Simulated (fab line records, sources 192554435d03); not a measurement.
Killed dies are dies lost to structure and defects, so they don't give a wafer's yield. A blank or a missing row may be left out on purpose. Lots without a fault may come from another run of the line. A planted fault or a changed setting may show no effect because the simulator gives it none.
fab line records | flow n5_finfet
record lots=7 wafers=21
route steps=1938 shown PASSIVATION@1930
start_h: hours from the record's first day to the start of the lot's first wafer shown | wait_h: hours since the lot's step before | " the same as in the row above | L1.1+2: a row that stands for several wafers | - no value, or no start given | * or withheld: withheld | < > ~ a bound
route shown NAME@n: a module of which the file shows steps, and the number in the route of the first | usual: mean/standard deviation of fault-free wafers | same: alike in all rows | chamber/n: place in a boat | sites: the reading at each site | _std_site: their standard deviation | _edge_site: outer sites' mean less inner sites' | radius_mm: how far each site lies from the wafer's centre | mask NAME#n: copy n | behind: the tool/chamber that last shaped the wafer | hold: why the lot was held/for how many hours/how that ended | device: the transistor (n, p or np) that didn't switch | end of line: the same wafers' tests at the end of the route | a step without rows: its recipe alone | killed: dies lost to structure and defects at the first sort, not the wafer's yield | map: a wafer's dies, x killed, . not, _ none there
set.NAME: the setting as run; set.NAME@STEP: as run at that earlier step | model.NAME: the simulator's own value behind a step, which no gauge read
lots whose settings were changed on purpose; a table a step, a row a wafer
## steps
# step N5_PASSIVATION_ETCH_54
# recipe chemistry=CHF3/O2 target=SiO2 target_depth_a=8800 CHF3_flow_sccm=50 O2_flow_sccm=5 Ar_flow_sccm=200 time_s=440 mask_material=PR pressure_mtorr=30 source_w=650 bias_w=170 ion_energy_ev=200
# columns lot.wafer tool chamber start_h wait_h set.source_w model.PASSIVATION.feature_depth_nm model.etch.depth_nm
L074.1 rie_diel-03 1 285.22 0.1 650 872 871.9
L074.2 " 3 " " 570.8 823.8 823.9
L074.3 " 0 " " 570.8 851.2 851.2
L076.2 rie_diel-03 1 288.74 0.1 719.5 900.6 900.6
L076.3 " 0 " " 719.5 920.2 920.2
L076.6 " 0 " " 650 887.8 887.8
L080.1 rie_diel-04 2 307.55 0.1 650 889.2 889.2
L080.3 " 3 " " 650 871 871.1
L080.6 " 0 " " 650 889.4 889.5
L078.4 rie_diel-04 3 308.62 0.1 650 862.6 862.5
L078.5 " 3 " " 559.1 816.8 816.8
L078.6 " 0 " " 559.1 840.8 840.9
L084.1 rie_diel-04 1 344.66 0.1 650 880.8 880.8
L084.2 " 3 " " 747.4 924.2 924.3
L084.4 " 0 " " 747.4 942.2 942.2
L089.2 rie_diel-02 0 381.59 0.1 600.6 867.2 867.2
L089.4 " 3 " " 650 886.6 886.5
L089.6 " 1 " " 600.6 863 863
L093.2 rie_diel-02 2 391.27 0.1 650 871 871
L093.5 " 1 " " 650 884.8 884.9
L093.6 " 2 " " 650 873.4 873.3
# step N5_PASSIVATION_STRIP_48
# recipe chemistry=O2 power_w=600 temp_c=60 pressure_mtorr=30 rf_frequency_hz=6e+07 bias_power_w=0 overash_fraction=0.5 o2_flow_sccm=225
# step N5_PASSIVATION_STRIP_52
# recipe chemistry=post_etch_residue_remover time_s=1200 temp_c=72.5
# step N5_PASSIVATION_SRD_72
# recipe dry=ipa_marangoni time_s=30 temp_c=23 rinse_liquid=diw
# step N5_PASSIVATION_ANNEAL_56
# recipe temp_c=400 time_s=1800 ambient=FGA idle_temp_c=300 ramp_up_c_per_min=5 ramp_down_c_per_min=3
# step N5_PASSIVATION_PROBE_49
# usual defect_limited_yield=91.4/1.5 killed_at_M0_to_M3=32/9.8 killed_at_M4_up=15/5.6 killed_at_contacts=12/5.4 killed_at_front_end=40/13 killed_at_other=3.0/2.1 killed_dies=102/17 killed_open=67/13 killed_short=32/7.1 sort_bin_5_function=5.1/0.96 sort_bin_6_memory=3.2/0.7 sort_bin_8_speed=0.0/0.3 sort_n_pass=1078/18 sort_yield_pct=91.3/1.5
# same gross_dies=1180 killed_at_back_side=0 sort_bin_4_leakage[%]=0
# columns lot.wafer tool chamber start_h wait_h set.time_s@PASSIVATION_ETCH_59 defect_limited_yield[%] killed_at_M0_to_M3 killed_at_M4_up killed_at_contacts killed_at_front_end killed_at_other killed_dies killed_open killed_short sort_bin_5_function[%] sort_bin_6_memory[%] sort_bin_8_speed[%] sort_n_pass sort_yield_pct[%]
L074.1 prober-01 - 287.99 0.0 34.9 90.8 36 11 15 44 3 109 78 27 6.1 3.1 0 1071 90.8
L074.2 prober-01 - 288.04 0.1 34.9 92.1 17 28 15 32 1 93 66 26 5.0 2.5 0 1087 92.1
L074.3 prober-01 - 288.09 0.1 34.9 92.0 32 9 20 31 2 94 59 34 5.5 2.0 0 1086 92.0
L076.2 prober-02 - 291.81 0.1 41.81 73.7 32 203 10 65 0 310 74 40 22.5 3.7 0 870 73.7
L076.3 prober-02 - 291.86 0.1 34.9 91.5 39 9 10 39 3 100 66 32 5.5 2.6 0 1080 91.5
L076.6 prober-02 - 292.01 0.3 34.9 93.5 15 8 7 46 1 77 53 20 3.7 2.6 0 1103 93.5
L080.1 prober-02 - 310.33 0.0 34.9 89.3 63 12 11 40 0 126 86 40 5.8 4.5 0 1054 89.3
L080.3 prober-02 - 310.43 0.1 34.9 90.4 38 10 21 41 3 113 70 43 5.8 3.5 0 1067 90.4
L080.6 prober-02 - 310.58 0.3 34.9 89.6 45 11 13 50 4 123 88 35 5.8 4.3 0 1057 89.6
L078.4 prober-01 - 312.45 0.2 34.9 93.1 22 17 2 41 0 82 55 18 3.6 3.0 0 1098 93.1
L078.5 prober-01 - 312.50 0.2 34.9 89.8 30 40 6 41 3 120 58 25 4.5 3.2 0 1060 89.8
L078.6 prober-01 - 312.55 0.3 34.9 90.8 22 30 5 51 0 108 51 29 4.4 2.2 0 1072 90.8
L084.1 prober-01 - 347.44 0.0 42.32 92.0 30 24 10 30 0 94 60 26 5.6 2.2 0 1086 92.0
L084.2 prober-01 - 347.49 0.1 34.9 88.5 35 33 21 41 6 136 86 43 7.2 4.1 0.1 1044 88.5
L084.4 prober-01 - 347.59 0.2 42.32 90.2 50 16 11 35 4 116 76 36 5.8 3.8 0 1064 90.2
L089.2 prober-02 - 384.43 0.1 34.9 90.0 35 8 19 53 3 118 77 28 5.7 3.2 0 1062 90.0
L089.4 prober-02 - 384.53 0.2 28.49 91.0 43 17 14 30 2 106 80 25 4.8 3.8 0 1074 91.0
L089.6 prober-02 - 384.63 0.3 28.49 89.9 40 26 16 36 1 119 84 33 6.4 3.7 0 1061 89.9
L093.2 prober-01 - 394.18 0.1 34.9 90.3 24 18 10 61 1 114 76 26 5.9 3.6 0 1066 90.3
L093.5 prober-01 - 394.33 0.2 31.89 91.3 27 6 11 52 7 103 68 34 5.4 3.1 0 1077 91.3
L093.6 prober-01 - 394.38 0.3 34.9 90.3 29 8 3 74 1 115 81 34 5.8 3.8 0 1065 90.3
# killed by level:class
L074.1 STI_FIN_REVEAL:geometric_particle:open=14 MOL_CONTACT_COAG:geometric_particle:open=13 BEOL_M0_SAQP:geometric_particle:open=12 FIN_SAQP:geometric_particle:open=9 BEOL_M0_SAQP:geometric_particle:short=7 BEOL_M2:geometric_particle:open=5 BEOL_M3:geometric_particle:open=5 ILD0:geometric_particle:open=4
L074.2 BEOL_M4:geometric_particle:open=20 MOL_CONTACT_COAG:geometric_particle:open=12 STI_FIN_REVEAL:geometric_particle:open=10 BEOL_M0_SAQP:geometric_particle:short=5 STARTING-WAFER:geometric_particle:open=5 GATE_CUT:geometric_particle:open=3 MOL_CONTACT_COAG:geometric_particle:short=3 BEOL_M1:geometric_particle:open=3
L074.3 MOL_CONTACT_COAG:geometric_particle:open=11 BEOL_M0_SAQP:geometric_particle:open=11 STI_FIN_REVEAL:geometric_particle:open=8 BEOL_M0_SAQP:geometric_particle:short=8 MOL_CONTACT_COAG:geometric_particle:short=8 GATE_CUT:geometric_particle:short=7 BEOL_M3:geometric_particle:open=6 FIN_SAQP:geometric_particle:open=3
L076.2 BEOL_M10:area_peb=195 STI_FIN_REVEAL:geometric_particle:open=22 FIN_SAQP:geometric_particle:open=13 BEOL_M0_SAQP:geometric_particle:short=12 GATE_CUT:geometric_particle:short=9 MOL_CONTACT_COAG:geometric_particle:open=8 STI_FIN_REVEAL:geometric_particle:short=6 GATE_CUT:geometric_particle:open=4
L076.3 STI_FIN_REVEAL:geometric_particle:open=11 MOL_CONTACT_COAG:geometric_particle:open=8 BEOL_M2:geometric_particle:open=8 BEOL_M0_SAQP:geometric_particle:short=7 BEOL_M0_SAQP:geometric_particle:open=7 BEOL_M1:geometric_particle:open=7 GATE_CUT:geometric_particle:short=4 BEOL_M2:geometric_particle:short=4
L076.6 STI_FIN_REVEAL:geometric_particle:open=17 MOL_CONTACT_COAG:geometric_particle:open=7 FIN_SAQP:geometric_particle:open=5 GATE_CUT:geometric_particle:short=5 FIN_SAQP:geometric_particle:short=4 STI_FIN_REVEAL:geometric_particle:short=4 BEOL_M1:geometric_particle:open=4 BEOL_M0_SAQP:geometric_particle:short=4
L080.1 STI_FIN_REVEAL:geometric_particle:open=23 BEOL_M3:geometric_particle:open=17 BEOL_M0_SAQP:geometric_particle:open=12 BEOL_M0_SAQP:geometric_particle:short=12 MOL_CONTACT_COAG:geometric_particle:open=8 FIN_SAQP:geometric_particle:short=7 BEOL_M4:geometric_particle:open=6 BEOL_M1:geometric_particle:open=6
L080.3 MOL_CONTACT_COAG:geometric_particle:open=14 STI_FIN_REVEAL:geometric_particle:open=12 FIN_SAQP:geometric_particle:short=8 BEOL_M1:geometric_particle:open=8 BEOL_M3:geometric_particle:open=7 MOL_CONTACT_COAG:geometric_particle:short=7 BEOL_M0_SAQP:geometric_particle:short=6 STARTING-WAFER:geometric_particle:short=5
L080.6 STI_FIN_REVEAL:geometric_particle:open=21 BEOL_M3:geometric_particle:open=14 MOL_CONTACT_COAG:geometric_particle:open=11 STI_FIN_REVEAL:geometric_particle:short=8 BEOL_M2:geometric_particle:open=7 BEOL_M0_SAQP:geometric_particle:open=6 BEOL_M4:geometric_particle:open=6 FIN_SAQP:geometric_particle:open=4
L078.4 BEOL_M4:geometric_particle:open=9 BEOL_M3:geometric_particle:open=6 BEOL_M2:geometric_particle:open=5 FIN_SAQP:geometric_particle:open=4 FIN_CUT:geometric_particle:open=4 STI_FIN_REVEAL:geometric_particle:open=4 HKMG_FIN:area_etch=4 FIN_SAQP:geometric_particle:short=3
L078.5 BEOL_M10:area_peb=29 BEOL_M1:geometric_particle:open=8 FIN_SAQP:geometric_particle:open=6 FIN_SAQP:geometric_particle:short=6 BEOL_M0:geometric_particle:open=6 STI_FIN_REVEAL:geometric_particle:open=5 MOL_CONTACT_COAG:geometric_particle:open=5 BEOL_M2:geometric_particle:open=5
L078.6 BEOL_M10:area_peb=19 FIN_SAQP:geometric_particle:open=11 HKMG_FIN:area_etch=7 STI_FIN_REVEAL:geometric_particle:open=6 GATE_CUT:geometric_particle:short=5 BEOL_M1:geometric_particle:short=5 BEOL_M4:geometric_particle:open=5 BEOL_M0_SAQP:geometric_particle:open=4
L084.1 BEOL_M1:geometric_particle:open=9 MOL_CONTACT_COAG:geometric_particle:open=8 BEOL_M0_SAQP:geometric_particle:open=6 STARTING-WAFER:geometric_particle:short=6 DUMMY_GATE:geometric_particle:open=5 BEOL_M4:geometric_particle:open=5 BEOL_M6:geometric_particle:open=5 BEOL_M10:area_peb=5
L084.2 MOL_CONTACT_COAG:geometric_particle:open=17 FIN_SAQP:geometric_particle:short=13 BEOL_M4:geometric_particle:open=10 BEOL_M3:geometric_particle:open=9 BEOL_M0_SAQP:geometric_particle:short=8 BEOL_M1:geometric_particle:open=7 STI_FIN_REVEAL:geometric_particle:open=6 DUMMY_GATE:geometric_particle:open=6
L084.4 FIN_SAQP:geometric_particle:short=9 MOL_CONTACT_COAG:geometric_particle:open=9 BEOL_M1:geometric_particle:open=9 FIN_SAQP:geometric_particle:open=8 BEOL_M2:geometric_particle:open=8 BEOL_M3:geometric_particle:open=8 BEOL_M0_SAQP:geometric_particle:open=7 BEOL_M0_SAQP:geometric_particle:short=6
L089.2 MOL_CONTACT_COAG:geometric_particle:open=17 BEOL_M2:geometric_particle:open=11 STI_FIN_REVEAL:geometric_particle:open=10 DUMMY_GATE:geometric_particle:open=10 HKMG_FIN:area_etch=10 BEOL_M1:geometric_particle:open=8 GATE_CUT:geometric_particle:short=6 BEOL_M3:geometric_particle:open=6
L089.4 STI_FIN_REVEAL:geometric_particle:open=13 MOL_CONTACT_COAG:geometric_particle:open=10 BEOL_M0_SAQP:geometric_particle:open=8 BEOL_M3:geometric_particle:open=8 BEOL_M1:geometric_particle:open=7 BEOL_M2:geometric_particle:open=7 DUMMY_GATE:geometric_particle:open=5 BEOL_M0:geometric_particle:open=5
L089.6 BEOL_M4:geometric_particle:open=19 MOL_CONTACT_COAG:geometric_particle:open=12 BEOL_M0_SAQP:geometric_particle:open=9 STI_FIN_REVEAL:geometric_particle:open=9 BEOL_M3:geometric_particle:open=8 BEOL_M0_SAQP:geometric_particle:short=7 BEOL_M1:geometric_particle:open=5 FIN_SAQP:geometric_particle:short=4
L093.2 FIN_SAQP:geometric_particle:open=21 BEOL_M10:area_peb=12 STI_FIN_REVEAL:geometric_particle:open=11 MOL_CONTACT_COAG:geometric_particle:open=10 FIN_SAQP:geometric_particle:short=9 GATE_CUT:geometric_particle:open=9 BEOL_M3:geometric_particle:open=6 BEOL_M0_SAQP:geometric_particle:short=5
L093.5 STI_FIN_REVEAL:geometric_particle:open=21 MOL_CONTACT_COAG:geometric_particle:open=10 FIN_SAQP:geometric_particle:open=9 STI_FIN_REVEAL:geometric_particle:short=9 BEOL_M0_SAQP:geometric_particle:short=5 BEOL_M1:geometric_particle:open=5 MIM_TOP:geometric_particle:open=5 FIN_SAQP:geometric_particle:short=4
L093.6 FIN_SAQP:geometric_particle:open=27 STI_FIN_REVEAL:geometric_particle:open=15 FIN_SAQP:geometric_particle:short=10 BEOL_M2:geometric_particle:open=10 GATE_CUT:geometric_particle:short=8 BEOL_M1:geometric_particle:open=8 STARTING-WAFER:geometric_particle:short=6 BEOL_M0:geometric_particle:open=4
## key
split step=N5_PASSIVATION_ETCH_54 setting=source_w stated=650 by=wafer
response step=N5_PASSIVATION_ETCH_54 reading=model.PASSIVATION.feature_depth_nm change=+2.81 per=1% r=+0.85
response step=N5_PASSIVATION_ETCH_54 reading=model.etch.depth_nm change=+2.81 per=1% r=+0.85
split outside_this_file step=N5_PASSIVATION_ETCH_59 setting=time_s
# split outside_this_file: this setting was split too, and the file shows its column; the key of that split is in another file
